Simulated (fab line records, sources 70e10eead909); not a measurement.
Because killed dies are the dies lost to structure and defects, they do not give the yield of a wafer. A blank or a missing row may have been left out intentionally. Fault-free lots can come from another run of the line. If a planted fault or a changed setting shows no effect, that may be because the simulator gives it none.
fab line records ; flow nand-harc
record lots=7; wafers=21; last-day=32
route steps=1302 shown A_CONTACT@1061 END@1302
lots that met no fault: taken from a fault-free run of the same line
start-h: hours from the record's first day to the start of the lot's first wafer shown ; wait-h: hours since the lot's step before ; " unchanged from the row above ; L1.1+2: a row that stands for several wafers ; - either no value or no given start ; * or withheld: withheld ; < > ~ a bound
route shown NAME@n: NAME is a module with steps in the file, n the number in the route of the first one ; usual: the fault-free wafers' mean and standard deviation ; same: alike in all rows ; chamber/n: place in a boat ; sites: the reading at each site ; _std_site: standard deviation of those values ; _edge_site: outer sites' mean less inner sites' ; radius-mm: for every site, how far away it sits from the centre of the wafer ; mask NAME#n: copy n ; behind: tool/chamber where the wafer was last shaped ; hold: cause of the lot's hold/its duration in hours/its outcome ; device: the transistor (n, p or np) that didn't switch ; end of line: the same wafers' tests at the end of the route ; a step without rows: its recipe alone ; killed: dies that structure and defects cost at the first sort, which is not the same as the wafer's yield ; map: a wafer's dies, x killed, . not, _ none there
set.NAME: the setting the step ran with; set.NAME@STEP: the setting that earlier step ran with ; model.NAME: the simulator's own value behind a step, which no gauge read
lots seen at some steps along the route; tables by step, rows by wafer
services: a tool's chamber out of use, with start hour (start-h, from the record's first day; less than 0 if before it), hours out, and reason
## steps
# step NHARC_A_CONTACT_STRIP_104
# recipe cf4-flow-sccm=100; chf3-flow-sccm=30; ar-flow-sccm=0; bias-w=0; chemistry=CF4/CHF3
# step NHARC_A_CONTACT_STRIP_105
# recipe o2-flow-sccm=400; cos-flow-sccm=20; ar-flow-sccm=0; bias-w=0; chemistry=O2/COS
# step NHARC_A_CONTACT_ETCH_106
# recipe target-depth-a=900; overetch-a=90; time-s=49.5; ion-energy-ev=100; cf4-flow-sccm=80; o2-flow-sccm=20; ar-flow-sccm=0; rf-w=300; bias-w=100; chemistry=CF4/O2
# usual drypump-motor-current-A=5.8/0.38; oes-product-au=1.000/0.01; rf-vpp-V=198.4/1.6; showerhead-plenum-p-Torr=1.37/0.06; throttle-valve-pct=13.397/0.0095
lot.wafer;tool;chamber;start-h;wait-h;drypump-motor-current-A;oes-product-au;rf-hours-counter-h;rf-vpp-V;showerhead-plenum-p-Torr;throttle-valve-pct
L377.1;rie-diel-05;2;579.56;0.1;5.7;1.011;26;199.5;1.44;13.392
L377.2;rie-diel-05;1;579.56;0.1;6.6;0.997;20;199.5;1.41;13.417
L377.5;rie-diel-05;3;579.56;0.1;5.9;0.999;-;197.1;1.35;13.393
L376.2;rie-diel-12;1;585.55;0.1;5.8;0.987;44;198.8;1.37;13.393
L376.4;rie-diel-12;3;585.55;0.1;5.8;1.019;44;198.0;1.44;13.390
L376.6;rie-diel-12;0;585.55;0.1;5.9;1.003;-;199.6;1.42;13.381
L384.1;rie-diel-06;2;660.24;0.0;5.0;1.001;61;198.3;1.41;13.409
L384.3;rie-diel-06;3;660.24;0.0;5.9;0.989;46;197.2;1.27;13.382
L384.2;rie-diel-06;0;660.24;0.0;5.6;1.002;63;195.7;1.27;13.415
L389.4;rie-diel-12;2;693.11;0.1;6.2;1.019;18;197.1;1.26;13.395
L389.6;rie-diel-12;1;693.11;0.1;5.8;0.992;-;198.5;1.36;13.385
L389.5;rie-diel-12;2;693.11;0.1;6.2;1.009;-;195.4;1.26;13.394
L390.3;rie-diel-05;0;696.32;0.1;5.5;1.005;18;198.5;1.41;13.381
L390.6;rie-diel-05;0;696.32;0.1;5.5;0.993;-;198.7;1.41;13.412
L390.5;rie-diel-05;1;696.32;0.1;6.5;1.005;-;197.1;1.40;13.395
L388.4;rie-diel-05;1;698.89;0.1;6.6;1.003;20;199.6;1.40;13.404
L388.6;rie-diel-05;0;698.89;0.1;5.4;0.994;-;200.3;1.41;13.393
L388.5;rie-diel-05;1;698.89;0.1;6.6;1.017;-;197.9;1.40;13.388
L391.4;rie-diel-05;2;708.73;0.1;5.7;1.005;26;200.0;1.43;13.409
L391.1;rie-diel-05;3;708.73;0.1;5.8;0.989;23;197.4;1.35;13.403
L391.5;rie-diel-05;1;708.73;0.1;6.6;1.011;-;199.5;1.40;13.386
# step NHARC_A_CONTACT_STRIP_82
# recipe o2-flow-sccm=500; ar-flow-sccm=0; bias-w=0; chemistry=O2
# usual drypump-motor-current-A=5.8/0.38; oes-product-au=1.000/0.01; rf-vpp-V=57.9/0.86; showerhead-plenum-p-Torr=3.62/0.15; throttle-valve-pct=17.036/0.0088
lot.wafer;tool;chamber;start-h;wait-h;drypump-motor-current-A;oes-product-au;rf-hours-counter-h;rf-vpp-V;showerhead-plenum-p-Torr;throttle-valve-pct
L377.1;rie-diel-05;2;-;-;5.7;0.987;26;58.5;3.79;17.038
L377.2;rie-diel-05;3;-;-;5.9;0.988;24;56.7;3.58;17.044
L377.5;rie-diel-05;2;-;-;5.7;1.005;-;57.1;3.79;17.039
L376.4;rie-diel-12;2;-;-;6.2;1.000;51;55.8;3.35;17.021
L376.2;rie-diel-12;3;-;-;5.8;1.011;44;57.6;3.78;17.047
L376.6;rie-diel-12;1;-;-;5.8;0.997;-;58.5;3.61;17.035
L384.2;rie-diel-06;2;-;-;5.0;0.997;61;59.8;3.71;17.046
L384.1;rie-diel-06;3;-;-;5.9;0.998;46;56.7;3.38;17.037
L384.3;rie-diel-06;1;-;-;5.7;0.994;64;57.9;3.48;17.036
L389.4;rie-diel-12;2;-;-;6.2;1.012;18;56.0;3.34;17.032
L389.6;rie-diel-12;2;-;-;6.2;1.008;-;58.1;3.34;17.013
L389.5;rie-diel-12;3;-;-;5.8;1.006;-;58.1;3.77;17.038
L390.3;rie-diel-05;0;-;-;5.5;0.997;18;58.0;3.72;17.038
L390.6;rie-diel-05;1;-;-;6.6;1.010;-;57.7;3.70;17.046
L390.5;rie-diel-05;2;-;-;5.8;1.004;-;58.7;3.78;17.036
L388.4;rie-diel-05;3;-;-;5.9;0.994;19;58.7;3.57;17.028
L388.5;rie-diel-05;1;-;-;6.6;1.010;-;57.9;3.70;17.031
L388.6;rie-diel-05;2;-;-;5.8;1.014;-;58.0;3.78;17.045
L391.1;rie-diel-05;2;-;-;5.7;1.007;26;59.1;3.78;17.026
L391.4;rie-diel-05;3;-;-;5.9;1.007;23;57.7;3.57;17.024
L391.5;rie-diel-05;1;-;-;6.6;1.011;-;59.0;3.69;17.031
# step NHARC_A_CONTACT_STRIP_83
# recipe time-s=600; temp-c=30; chemistry=post-etch-residue-remover
# step NHARC_A_CONTACT_DEP_84
# recipe target-thk-a=28000; temp-c=400; material=aC
# usual throttle-valve-pct=34.999/0.01
lot.wafer;tool;chamber;start-h;wait-h;throttle-valve-pct
L377.1;acl-dep-02;0;580.22;-;34.992
L377.2;acl-dep-02;0;580.22;-;34.990
L377.5;acl-dep-02;0;580.22;-;34.994
L376.2;acl-dep-01;0;586.49;-;35.018
L376.4;acl-dep-01;0;586.49;-;34.998
L376.6;acl-dep-01;0;586.49;-;34.989
L384.1;acl-dep-02;0;660.89;-;35.010
L384.2;acl-dep-02;0;660.89;-;35.001
L384.3;acl-dep-02;0;660.89;-;34.999
L389.4;acl-dep-01;0;694.61;-;35.004
L389.5;acl-dep-01;0;694.61;-;35.009
L389.6;acl-dep-01;0;694.61;-;35.008
L390.3;acl-dep-03;0;697.58;-;35.001
L390.5;acl-dep-03;0;697.58;-;34.981
L390.6;acl-dep-03;0;697.58;-;35.001
L388.4;acl-dep-01;0;700.81;-;35.014
L388.5;acl-dep-01;0;700.81;-;34.992
L388.6;acl-dep-01;0;700.81;-;34.991
L391.1;acl-dep-02;0;709.38;-;35.000
L391.4;acl-dep-02;0;709.38;-;35.020
L391.5;acl-dep-02;0;709.38;-;34.999
# step NHARC_A_CONTACT_DEP_85
# recipe target-thk-a=600; target-thk-nm=60; temp-c=400; pressure-torr=3.5; flow-sccm=200; rf-w=350; material=SiON
# usual heater-power-w=767/140
lot.wafer;tool;chamber;start-h;wait-h;heater-power-w
L377.1;pecvd-02;0;582.03;1.5;635
L377.2;pecvd-02;1;582.03;1.5;1004
L377.5;pecvd-02;2;582.03;1.5;549
L376.2;pecvd-01;1;588.03;1.2;701
L376.6;pecvd-01;2;588.03;1.2;893
L376.4;pecvd-01;0;588.03;1.2;986
L384.2;pecvd-01;2;662.62;1.2;789
L384.3;pecvd-01;0;662.62;1.2;975
L384.1;pecvd-01;1;662.62;1.2;698
L389.5;pecvd-02;0;695.57;0.4;647
L389.6;pecvd-02;1;695.57;0.4;894
L389.4;pecvd-02;2;695.57;0.4;581
L390.3;pecvd-01;0;698.75;0.9;986
L390.6;pecvd-01;0;698.75;0.9;1007
L390.5;pecvd-01;1;698.75;0.9;684
L388.6;pecvd-01;2;701.77;0.1;835
L388.4;pecvd-01;0;701.77;0.1;849
L388.5;pecvd-01;1;701.77;0.1;664
L391.1;pecvd-01;0;711.12;1.5;958
L391.5;pecvd-01;2;711.12;1.5;872
L391.4;pecvd-01;0;711.12;1.5;976
# step NHARC_A_CONTACT_DEHYDRATE_00
# recipe temp-c=150; time-s=120
# step NHARC_A_CONTACT_HMDS_01
# recipe time-s=30
# step NHARC_A_CONTACT_COAT_86
# recipe temp-c=260; time-s=75
# step NHARC_A_CONTACT_COAT_87
# recipe temp-c=225; time-s=65
# step NHARC_A_CONTACT_COAT_02
# recipe spin-rpm=1500; resist-thk-nm=90
# step NHARC_A_CONTACT_SOFTBAKE_03
# recipe temp-c=105; time-s=55
# usual chill-plate-temp-C=22.99/0.094; heater-power-total-W=188.47/0.14; plate-temp-C=104.99/0.13
lot.wafer;tool;chamber;start-h;wait-h;chill-plate-temp-C;heater-power-total-W;plate-temp-C
L377.1;litho-track-04;0;582;-;23.01;188.44;105.10
L377.2;litho-track-04;0;582;-;23.07;188.38;105.15
L377.5;litho-track-04;0;582;-;22.88;188.71;105.14
L376.2;litho-track-01;0;588;-;22.98;188.42;105.02
L376.4;litho-track-01;0;588;-;23.14;188.39;104.95
L376.6;litho-track-01;0;588;-;23.04;188.31;105.16
L384.1;litho-track-04;0;662;-;23.02;188.40;104.91
L384.2;litho-track-04;0;662;-;22.83;188.38;104.94
L384.3;litho-track-04;0;662;-;22.85;188.33;104.81
L389.4;litho-track-01;0;695;-;23.07;193.64;104.94
L389.5;litho-track-01;0;695;-;22.97;193.68;104.97
L389.6;litho-track-01;0;695;-;22.97;193.65;105.00
L390.3;litho-track-01;0;699;-;23.04;193.30;105.03
L390.5;litho-track-01;0;699;-;23.09;193.68;104.99
L390.6;litho-track-01;0;699;-;23.06;193.26;105.11
L388.4;litho-track-01;0;701;-;22.80;193.32;104.91
L388.5;litho-track-01;0;701;-;22.90;193.35;104.82
L388.6;litho-track-01;0;701;-;22.84;193.62;104.98
L391.1;litho-track-06;0;711;-;22.95;188.45;105.08
L391.4;litho-track-06;0;711;-;22.97;188.50;105.04
L391.5;litho-track-06;0;711;-;22.86;188.38;105.05
# step NHARC_A_CONTACT_EBR_04
# step NHARC_END_SORT_01
# recipe temp-c=25
# usual killed-at-array=55/20; killed-at-other=1.1/1.2; killed-at-periphery=3.8/2.8; killed-dies=60/19; killed-open=3.4/1.9; killed-short=2.2/1.5
# same gross-dies=677
lot.wafer;tool;chamber;start-h;wait-h;killed-at-array;killed-at-other;killed-at-periphery;killed-dies;killed-open;killed-short
L384.3;prober-02;0;718.35;3.1;47;2;0;49;3;2
# killed by level:class
L384.3 A_CHANNEL_HOLE_D1:chamber-film-flake=30 A_CHANNEL_FILL_D1:chamber-film-flake=4 A_CONTACT:chamber-film-flake=4 A_DECK1_JOINT:chamber-film-flake=2 A_SLIT:chamber-film-flake=2 THIN_TSV:chamber-film-flake=2 A_CHANNEL_HOLE_D1:geometric-particle:open=1 A_CHANNEL_FILL_D1:geometric-particle:short=1
## services
tool;chamber;start-h;hours;kind
rie-diel-05;0;562.68;-;clean
rie-diel-05;1;562.68;-;clean
rie-diel-05;2;562.68;-;clean
rie-diel-05;3;562.68;-;clean
rie-diel-05;-;583.82;9.0;pm
rie-diel-05;0;583.82;9.0;vent-cycle
rie-diel-05;1;583.82;9.0;vent-cycle
rie-diel-05;2;583.82;9.0;vent-cycle
rie-diel-05;3;583.82;9.0;vent-cycle
pecvd-02;-;589.05;13.0;pm
rie-diel-05;0;592.82;-;clean
rie-diel-05;1;592.82;-;clean
rie-diel-05;2;592.82;-;clean
rie-diel-05;3;592.82;-;clean
acl-dep-02;-;608.41;13.0;pm
rie-diel-12;-;622.92;9.0;pm
pecvd-02;-;631.61;0.8;repair
pecvd-02;0;646.26;17.9;repair
rie-diel-06;-;661.27;9.0;pm
rie-diel-05;1;666.27;8.2;repair
acl-dep-03;-;668.00;13.0;pm
pecvd-01;-;673.00;13.0;pm
litho-track-01;-;680.00;7.0;pm
litho-track-06;-;704.00;7.0;pm
## key
first-sign step=NHARC_A_CONTACT_SOFTBAKE_03; reading=heater-power-total-W; direction=up; sigmas=36; usual=*; struck=*
effect none on later readings
met-at NHARC_A_CONTACT_SOFTBAKE_03
struck-wafers L388.4,L388.5,L388.6,L389.4,L389.5,L389.6,L390.3,L390.5,L390.6
tester-left-out L388,L389,L390
onset-between 588 695
fault kind=process-parameter-drift; tool=litho-track-01; chamber=-; onset-h=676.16; steps=NHARC_A_CONTACT_SOFTBAKE_03; channel=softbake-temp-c; offset=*; shape=step; end-h=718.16; acts-in=*; stated=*
# tester-left-out: of these lots the tester's yield and bins aren't shown, on N5 and GAA mostly nor the transistor test; their killed dies are dies lost to structure and defects alone, not to doping, threshold or leakage, so they don't give the yield
